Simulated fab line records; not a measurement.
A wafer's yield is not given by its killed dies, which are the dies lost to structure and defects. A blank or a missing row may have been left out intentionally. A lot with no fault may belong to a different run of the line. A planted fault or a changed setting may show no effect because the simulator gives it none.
Problem report in the 8D (eight disciplines) form, filled by code ; flow nandHarc ; the parts of the form that need people (team, actions taken, sign-off) are left out

## 1. WHAT IS WRONG
NHARC_END_SORT_01, killedAtArray: mean 166 over 1 wafer from 1 lot; wafers with no fault: 56, standard deviation 20. Relative to the usual mean, that is a shift of +5.5 standard deviations.
First seen on wafer L111.1, day 31 17:16, on prober-01. The record holds 13 wafers of 5 lots with a number at this step. The rule behind "out" and "out of limits": a value lying over 4 standard deviations away from the usual mean. All remaining wafers that have a number are taken as sound.

## 2. WHAT IT IS, WHAT IT ISN'T
question;is;is not
which readings at this step;killedAtArray, defectLimitedYield, killedDies;killedAtOther, killedAtPeriphery, killedOpen, killedShort
which lots;L111;L106, L108, L116, L997
which wafers of those lots;all that have a number;-
read on which gauges;prober-01;prober-02
when;from day 31 17:16;"up to then (9 sound wafers); but 3 sound wafers of L116 came after"

## 3. SUSPECTS, AND WHAT RULES EACH OUT
Counting: a tool at a process step up to the reading stays a suspect if it ran every lot that is out and no sound lot after the first of them.
- the gauge at NHARC_END_SORT_01: kept. All the wafers that are out were read on prober-01, and no step on other tools shows them out.
- rieDiel-08 at NHARC_A_M1_DESCUM_14 (chemistry O2, time 3 s): kept. It ran the lot that is out, L111 (day 30 06:48), and no sound lot after that; its last sound lot up to then is L997 (day 24 05:16).
- rieDiel-08 at NHARC_A_M1_ETCH_35 (etches the open film in N2/H2, target depth 40 nm, overetch 12 nm, time 43.94 s): kept. It ran the lot that is out, L111 (day 30 06:53), and no sound lot after that; its last sound lot up to then is L997 (day 24 05:21).
- rieDiel-08 at NHARC_A_M1_ETCH_15 (etches the open film in C4F8/Ar, target depth 182.5 nm, time 91.2 s): kept. It ran the lot that is out, L111 (day 30 06:59), and no sound lot after that; its last sound lot up to then is L997 (day 24 05:27).
- rieDiel-06 at NHARC_A_M1_STRIP_18 (strips in N2/H2): kept. It ran the lot that is out, L111 (day 30 07:11), and no sound lot after that.
- rtpAnneal-02 at NHARC_A_M1_ANNEAL_31 (time 90 s): kept. It ran the lot that is out, L111 (day 30 08:39), and no sound lot after that; its last sound lot up to then is L997 (day 24 07:03).
- pecvd-01 at NHARC_A_M1_PRE_CLEAN_32 (time 12 s): ruled out as a lasting fault. After its first lot that is out, L111 (day 30 09:32), sound lots L116 ran on it.
Left after counting: rieDiel-08 at NHARC_A_M1_DESCUM_14, rieDiel-08 at NHARC_A_M1_ETCH_35, rieDiel-08 at NHARC_A_M1_ETCH_15, rieDiel-06 at NHARC_A_M1_STRIP_18, rtpAnneal-02 at NHARC_A_M1_ANNEAL_31, prober-01 at NHARC_END_SORT_01.

## 4. THE CAUSE (what the simulator had put in)
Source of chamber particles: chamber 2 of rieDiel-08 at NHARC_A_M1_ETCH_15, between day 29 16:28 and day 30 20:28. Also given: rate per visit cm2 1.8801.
Counting left 6 suspects, and this tool is among them.

## 5. THE EFFECT CHAIN, in route order
Each row: a reading where the mean over the struck wafers with a number is more than 3 standard deviations away from the usual. Readings are gone through only where the record gives a usual standard deviation; hours: the median, over the lots, of the time from a lot's start at the first step in this table giving one to that lot's start at this step; sigmas: the change measured in usual standard deviations.
hours;step;reading;usual;on struck wafers;change;sigmas
0;NHARC_END_SORT_01;defectLimitedYield;91 %;75;-16;-5.3
0;NHARC_END_SORT_01;killedAtArray;56;166;+110;+5.5
0;NHARC_END_SORT_01;killedDies;61;168;+107;+5.1

## 6. HOW IT WOULD HAVE BEEN CAUGHT EARLIER
Counted from the fault's start at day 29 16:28, it took 49 hours until the first out-of-limits reading at a measuring or inspecting step in this record, taken at day 31 17:16.
Of the tool readings at NHARC_A_M1_ETCH_15 for which the record gives a usual standard deviation, none was out on any struck wafer, so an alarm limit of 4 standard deviations on them would not have fired.
By day 31 17:16 the whole set of lots that are out, 1 in number, had already begun NHARC_A_M1_ETCH_15 on rieDiel-08. Tool hold at that time: it would have spared none of them.
